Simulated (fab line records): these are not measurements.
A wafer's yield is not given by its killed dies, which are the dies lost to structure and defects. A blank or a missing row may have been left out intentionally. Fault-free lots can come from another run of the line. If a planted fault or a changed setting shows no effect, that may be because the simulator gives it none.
Which tool was responsible? | flow nandHarc | 13 lots with 39 wafers sampled at 5 steps, on a route of 1159 steps

## WHAT THE GAUGES SHOWED, per wafer
NHARC_END_SORT_01. Usual: defectLimitedYield 95.7 %, standard deviation 1.5; killedAtArray 25, standard deviation 10; killedAtOther 0.6, standard deviation 0.91; killedAtPeriphery 3.6, standard deviation 2.9; killedDies 29, standard deviation 10; killedOpen 3.3, standard deviation 2; killedShort 1.9, standard deviation 1.5; sort_bin_2_pct 1.3 %, standard deviation 0.61; sort_bin_3_pct 0.26 %, standard deviation 0.19; sort_bin_4_pct 2.7 %, standard deviation 1; sortNPass 648, standard deviation 10; sortRimYieldPct 94 %, standard deviation 3.2; sortYieldPct 95.7 %, standard deviation 1.5.
lot  | measured     | on        | defectLimitedYield (%) | killedAtArray | killedAtOther | killedAtPeriphery | killedDies | killedOpen | killedShort | sort_bin_2_pct (%) | sort_bin_3_pct (%) | sort_bin_4_pct (%) | sortNPass   | sortRimYieldPct (%) | sortYieldPct (%) | flag
L798 | day 19 12:34 | prober-02 | 97.3 97.8 96.3         | 14 13 23      | 0 0 0         | 4 2 2             | 18 15 25   | 5 1 4      | 2 2 0       | 1.3 1.3 1.2        | 0.44 0 0           | 0.9 0.9 2.5        | 659 662 652 | 95 98 92            | 97.3 97.8 96.3   | 
L802 | day 20 05:04 | prober-02 | 93.1 94.2 93.1         | 43 30 43      | 0 1 0         | 4 8 4             | 47 39 47   | 7 2 13     | 1 3 6       | 1.5 1.3 1.3        | 0.44 0.44 0.44     | 5.0 4.0 5.2        | 630 638 630 | 94 94 85            | 93.1 94.2 93.1   | 
L803 | day 21 04:41 | prober-01 | 96.2 96.8 96.0         | 21 17 17      | 1 0 1         | 4 5 9             | 26 22 27   | 3 5 2      | 1 1 0       | 0.7 1.3 1.5        | 0.59 0 0.44        | 2.5 1.9 2.1        | 651 655 650 | 94 97 93            | 96.2 96.8 96.0   | 
L805 | day 21 03:53 | prober-02 | 98.4 98.8 98.5         | 7 7 7         | 1 1 1         | 3 0 2             | 11 8 10    | 1 3 1      | 1 0 0       | 0.7 0.3 0.4        | 0.15 0.30 0.15     | 0.7 0.6 0.9        | 666 669 667 | 98 98 96            | 98.4 98.8 98.5   | 
L807 | day 21 19:27 | prober-02 | 95.6 96.8 96.5         | 18 17 16      | 0 0 0         | 12 5 8            | 30 22 24   | 4 2 3      | 2 1 1       | 1.8 1.0 0.6        | 0.15 0.30 0.15     | 2.5 1.9 2.8        | 647 655 653 | 90 92 94            | 95.6 96.8 96.5   | 
L806 | day 21 11:39 | prober-02 | 97.0 97.0 96.2         | 18 16 24      | 1 0 0         | 1 4 2             | 20 20 26   | 1 5 3      | 2 3 2       | 0.6 1.3 1.2        | 0.15 0.30 0.15     | 2.2 1.3 2.5        | 657 657 651 | 97 97 96            | 97.0 97.0 96.2   | 
L809 | day 22 03:17 | prober-01 | 96.3 95.9 97.0         | 17 19 16      | 4 3 1         | 4 6 3             | 25 28 20   | 2 5 4      | 3 2 1       | 1.5 0.6 1.3        | 0 0.30 0.30        | 2.2 3.2 1.3        | 652 649 657 | 97 97 95            | 96.3 95.9 97.0   | 
L814 | day 23 04:22 | prober-01 | 86.4 96.6 96.2         | 9 13 15       | 0 0 0         | 83 10 11          | 92 23 26   | 1 1 2      | 0 2 3       | 6.2 0.6 0.6        | 3.55 0.44 0.15     | 3.8 2.4 3.1        | 585 654 651 | 85 97 97            | 86.4 96.6 96.2   | OFF
L815 | day 23 20:19 | prober-01 | 94.1 94.7 93.9         | 36 33 37      | 2 0 2         | 2 3 2             | 40 36 41   | 2 2 2      | 1 3 0       | 1.8 2.5 3.0        | 0 0.15 0.30        | 4.1 2.7 2.8        | 637 641 636 | 92 92 92            | 94.1 94.7 93.9   | 
L817 | day 23 12:20 | prober-01 | 98.2 97.5 96.5         | 10 15 18      | 0 0 1         | 2 2 5             | 12 17 24   | 0 1 7      | 1 0 1       | 0.7 0.4 1.5        | 0.15 0.30 0        | 0.9 1.8 2.1        | 665 660 653 | 96 97 95            | 98.2 97.5 96.5   | 
L818 | day 24 07:19 | prober-01 | 95.6 93.9 95.9         | 28 33 24      | 0 0 1         | 2 8 3             | 30 41 28   | 4 3 1      | 3 1 2       | 1.2 2.2 1.0        | 0.44 0.15 0.30     | 2.8 3.7 2.8        | 647 636 649 | 95 90 96            | 95.6 93.9 95.9   | 
L819 | day 24 21:12 | prober-01 | 96.8 97.5 96.8         | 14 13 14      | 0 0 0         | 8 4 8             | 22 17 22   | 4 5 4      | 0 2 3       | 0.7 0.9 0.7        | 0.15 0 0.15        | 2.4 1.6 2.4        | 655 660 655 | 95 97 96            | 96.8 97.5 96.8   | 
L821 | day 24 15:49 | prober-02 | 95.1 94.4 94.7         | 30 33 34      | 3 0 1         | 0 5 1             | 33 38 36   | 1 6 4      | 2 2 0       | 2.1 1.6 1.5        | 0.15 0.59 0.15     | 2.7 3.4 3.7        | 644 639 641 | 93 91 92            | 95.1 94.4 94.7   | 

## WHICH TOOL RAN EACH LOT (tool, then ch and the chambers of the sampled wafers, then the start)
lot  | NHARC_P_BONDPAD_PVD_17      | NHARC_THIN_TSV_CMP_01         | NHARC_THIN_TSV_DEP_43           | NHARC_THIN_TSV_CMP_21
L798 | pvdSputter-02, day 6 12:14  | cmp-03 ch 0,2,3, day 18 21:53 | pecvd-04 ch 0,2, day 18 22:20   | cmp-02 ch 0,1,3, day 19 03:52
L802 | pvdSputter-01, day 7 10:01  | cmp-02 ch 0,2, day 19 12:21   | pecvd-02 ch 0,1, day 19 12:52   | cmp-01 ch 1,2, day 19 18:11
L803 | pvdSputter-02, day 7 19:08  | cmp-02 ch 0,3, day 20 11:50   | pecvd-04 ch 0,1,2, day 20 12:20 | cmp-02 ch 1,2,3, day 20 17:40
L805 | pvdSputter-02, day 7 22:29  | cmp-03 ch 0,1,3, day 20 14:14 | pecvd-02 ch 0,2, day 20 14:41   | cmp-03 ch 1,2,3, day 20 19:56
L807 | pvdSputter-03, day 8 12:53  | cmp-01 ch 1,2,3, day 20 17:51 | pecvd-01 ch 0,1, day 20 18:17   | cmp-03 ch 0,1,3, day 20 23:34
L806 | pvdSputter-03, day 8 14:29  | cmp-01 ch 1,2, day 20 15:25   | pecvd-04 ch 1,2, day 20 15:55   | cmp-02 ch 0,1,2, day 20 21:24
L809 | pvdSputter-03, day 9 06:34  | cmp-03 ch 0,2,3, day 21 10:15 | pecvd-02 ch 0,1, day 21 10:47   | cmp-02 ch 1,2, day 21 15:55
L814 | pvdSputter-03, day 10 15:09 | cmp-01 ch 1,2, day 22 12:11   | pecvd-01 ch 0,1,2, day 22 12:41 | cmp-01 ch 0,3, day 22 17:47
L815 | pvdSputter-02, day 10 15:50 | cmp-01 ch 0,3, day 23 04:21   | pecvd-02 ch 0,1,2, day 23 04:52 | cmp-01 ch 0,3, day 23 09:58
L817 | pvdSputter-02, day 10 20:46 | cmp-03 ch 1,2, day 22 20:14   | pecvd-04 ch 1,2, day 22 20:51   | cmp-03 ch 1,2, day 23 01:59
L818 | pvdSputter-01, day 11 19:38 | cmp-03 ch 0,1,2, day 23 13:14 | pecvd-04 ch 0,2, day 23 13:47   | cmp-01 ch 0,3, day 23 20:30
L819 | pvdSputter-02, day 11 19:48 | cmp-02 ch 0,2,3, day 24 05:06 | pecvd-01 ch 1,2, day 24 05:37   | cmp-03 ch 0,1,3, day 24 10:56
L821 | pvdSputter-02, day 11 22:27 | cmp-01 ch 0,1, day 23 15:36   | pecvd-04 ch 0,1,2, day 23 16:11 | cmp-01 ch 1,2, day 23 22:26
- NHARC_P_BONDPAD_PVD_17: deposits TaN, target thk 5 nm, time 8.06 s.
- NHARC_THIN_TSV_CMP_01: polishes.
- NHARC_THIN_TSV_DEP_43: deposits SiO2, target thk 1328.5 nm.
- NHARC_THIN_TSV_CMP_21: polishes, t overpolish 30 s, target thk 2000 nm.

## WHAT THE TOOLS THEMSELVES READ (means of the sampled wafers that have a number; where no wafer has one, the mark that the record gives instead)
NHARC_P_BONDPAD_PVD_17. Usual: throttleValvePct at 30.2 %, with a standard deviation of 1.2.
lot  | tool          | throttleValvePct (%) | flag
L798 | pvdSputter-02 | 29.2                 | 
L802 | pvdSputter-01 | 30.1                 | 
L803 | pvdSputter-02 | 29.3                 | 
L805 | pvdSputter-02 | 30.0                 | 
L807 | pvdSputter-03 | 30.1                 | 
L806 | pvdSputter-03 | 28.7                 | 
L809 | pvdSputter-03 | 29.5                 | 
L814 | pvdSputter-03 | 30.1                 | 
L815 | pvdSputter-02 | 30.7                 | 
L817 | pvdSputter-02 | 30.2                 | 
L818 | pvdSputter-01 | 30.4                 | 
L819 | pvdSputter-02 | 29.6                 | 
L821 | pvdSputter-02 | 31.2                 | 

NHARC_THIN_TSV_CMP_01. Usual: motorCurrentA 11.6 A, standard deviation 1.1; retainingRingPressureFrac 0.999, standard deviation 0.0048.
lot  | tool   | motorCurrentA (A) | retainingRingPressureFrac | flag
L798 | cmp-03 | 10.6              | 1.001                     | 
L802 | cmp-02 | 11.5              | 1.001                     | 
L803 | cmp-02 | 12.4              | 0.998                     | 
L805 | cmp-03 | 10.5              | 0.996                     | 
L807 | cmp-01 | 11.4              | 0.998                     | 
L806 | cmp-01 | 11.0              | 1.000                     | 
L809 | cmp-03 | 10.5              | 1.001                     | 
L814 | cmp-01 | 11.3              | 0.997                     | 
L815 | cmp-01 | 11.9              | 1.003                     | 
L817 | cmp-03 | 11.5              | 0.996                     | 
L818 | cmp-03 | 11.2              | 0.999                     | 
L819 | cmp-02 | 12.0              | 1.000                     | 
L821 | cmp-01 | 12.7              | 0.998                     | 

NHARC_THIN_TSV_DEP_43. Usual: flowSccm 2650 sccm, standard deviation 8; throttleValvePct 15.7 %, standard deviation 0.42.
lot  | tool     | flowSccm (sccm) | throttleValvePct (%) | flag
L798 | pecvd-04 | 2651            | 15.2                 | 
L802 | pecvd-02 | 2641            | 15.6                 | 
L803 | pecvd-04 | 2653            | 15.5                 | 
L805 | pecvd-02 | 2638            | 16.2                 | 
L807 | pecvd-01 | 2646            | 16.2                 | 
L806 | pecvd-04 | 2669            | 15.9                 | 
L809 | pecvd-02 | 2654            | 15.6                 | 
L814 | pecvd-01 | 2649            | 16.0                 | 
L815 | pecvd-02 | 2651            | 15.5                 | 
L817 | pecvd-04 | 2645            | 15.4                 | 
L818 | pecvd-04 | 2653            | 15.4                 | 
L819 | pecvd-01 | 2653            | 16.3                 | 
L821 | pecvd-04 | 2651            | 15.6                 | 

NHARC_THIN_TSV_CMP_21. Usual: motorCurrentA 11.7 A, standard deviation 1.1; overpolishRunS 29.999 s, standard deviation 0.0088; retainingRingPressureFrac 1.000, standard deviation 0.0048.
lot  | tool   | motorCurrentA (A) | overpolishRunS (s) | retainingRingPressureFrac | flag
L798 | cmp-02 | 11.9              | 29.986             | 1.004                     | 
L802 | cmp-01 | 11.7              | 30.000             | 0.998                     | 
L803 | cmp-02 | 12.5              | 29.999             | 1.004                     | 
L805 | cmp-03 | 10.9              | 30.002             | 0.994                     | 
L807 | cmp-03 | 10.5              | 30.000             | 1.001                     | 
L806 | cmp-02 | 11.5              | 29.995             | 0.999                     | 
L809 | cmp-02 | 11.6              | 29.997             | 1.000                     | 
L814 | cmp-01 | 12.4              | 29.996             | 0.998                     | 
L815 | cmp-01 | 11.6              | 30.004             | 0.996                     | 
L817 | cmp-03 | 11.6              | 29.996             | 0.998                     | 
L818 | cmp-01 | 12.0              | 29.997             | 1.001                     | 
L819 | cmp-03 | 10.5              | 30.000             | 0.996                     | 
L821 | cmp-01 | 11.8              | 29.999             | 1.002                     | 

## THE ANSWER, worked out from the rows above alone
Rule: take the mean of a lot's wafers that have a number; if it is more than 3 standard deviations from the usual mean, the lot is off. A lot without any number at a reading at which 4 lots or more have one is off too. All remaining lots with rows at the step are treated as sound. The gauges are gone through in route order, then the tools' own readings, and for those a lot's mean is taken as printed above. The first step at which some lot is off is used, and at that step the reading that is off furthest; a lot without a number counts as furthest.
Off: L814 (NHARC_END_SORT_01, killedAtPeriphery).
A tool fits if, at a process step before that reading, it ran every lot that is off, and no sound lot after the first of them. The gauges at NHARC_END_SORT_01 are tried like those tools. One candidate fits, namely pvdSputter-03 at NHARC_P_BONDPAD_PVD_17. A fault onset in the window from L809 (day 9 06:34, its last sound lot) to L814 (day 10 15:09, its first lot off) fits.

## WHAT THE SIMULATOR HAD INSERTED
Chamber particle source: pvdSputter-03, from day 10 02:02 on, at NHARC_P_BONDPAD_PVD_17. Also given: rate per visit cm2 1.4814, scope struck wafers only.
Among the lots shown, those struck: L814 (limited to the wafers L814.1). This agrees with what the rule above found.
